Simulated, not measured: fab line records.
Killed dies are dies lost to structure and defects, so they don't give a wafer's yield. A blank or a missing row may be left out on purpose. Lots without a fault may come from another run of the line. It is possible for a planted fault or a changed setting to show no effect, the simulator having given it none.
Matching of chambers | flow nand_harc | NHARC_A_CONTACT_DESCUM_47 on rie_diel-06: 4 sister chambers
The step chemistry O2, time 3 s. 8 wafers are shown with their chamber, then 9 later ones without.

== WAFERS PAIRED WITH THEIR CHAMBERS ==
wafer  | chamber | drypump_motor_current_A (A) | showerhead_plenum_p_Torr (Torr)
L081.2 | 3       | 5.73                        | 1.99
L081.3 | 2       | 6.07                        | 1.82
L081.5 | 0       | 5.42                        | 1.76
L089.2 | 2       | 6.07                        | 1.82
L089.6 | 1       | 6.07                        | 1.90
L094.1 | 0       | 5.39                        | 2.07
L094.4 | 1       | 6.07                        | 1.89
L094.6 | 3       | 5.73                        | 1.99

== WAFERS WHOSE CHAMBER IS MISSING ==
wafer  | drypump_motor_current_A (A) | showerhead_plenum_p_Torr (Torr)
L094.2 | 5.74                        | 1.99
L094.3 | 6.10                        | 1.90
L094.5 | 5.43                        | 2.07
L093.1 | 6.10                        | 1.89
L093.5 | 5.39                        | 2.07
L093.6 | 6.12                        | 1.89
L096.3 | 6.10                        | 1.89
L096.4 | 5.78                        | 1.99
L096.6 | 5.78                        | 1.99

== EACH ONE'S CHAMBER ==
wafer  | from the rows above     | in truth
L094.2 | 3                       | 3
L094.3 | can't be placed: 1 or 2 | 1
L094.5 | 0                       | 0
L093.1 | can't be placed: 1 or 2 | 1
L093.5 | 0                       | 0
L093.6 | can't be placed: 1 or 2 | 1
L096.3 | can't be placed: 1 or 2 | 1
L096.4 | 3                       | 3
L096.6 | 3                       | 3
Correctly placed: 5 of 9. From these rows, 4 cannot be placed; in 4 the true chamber is one of the candidates. Number placed wrongly: 0.
How it was worked out, from the rows above alone: a wafer's distance from a chamber is the root of the sum, over the readings, of the square of ((its reading less the chamber's mean) divided by the reading's scatter). The wafer belongs to the nearest chamber; if the next one is less than 2 further off, it can't be placed. The mean given for a chamber averages the wafers shown for that chamber. The scatter: take each reading less its chamber's mean, square it, sum over the shown wafers, divide by the number of wafers less the number of chambers, and take the root.
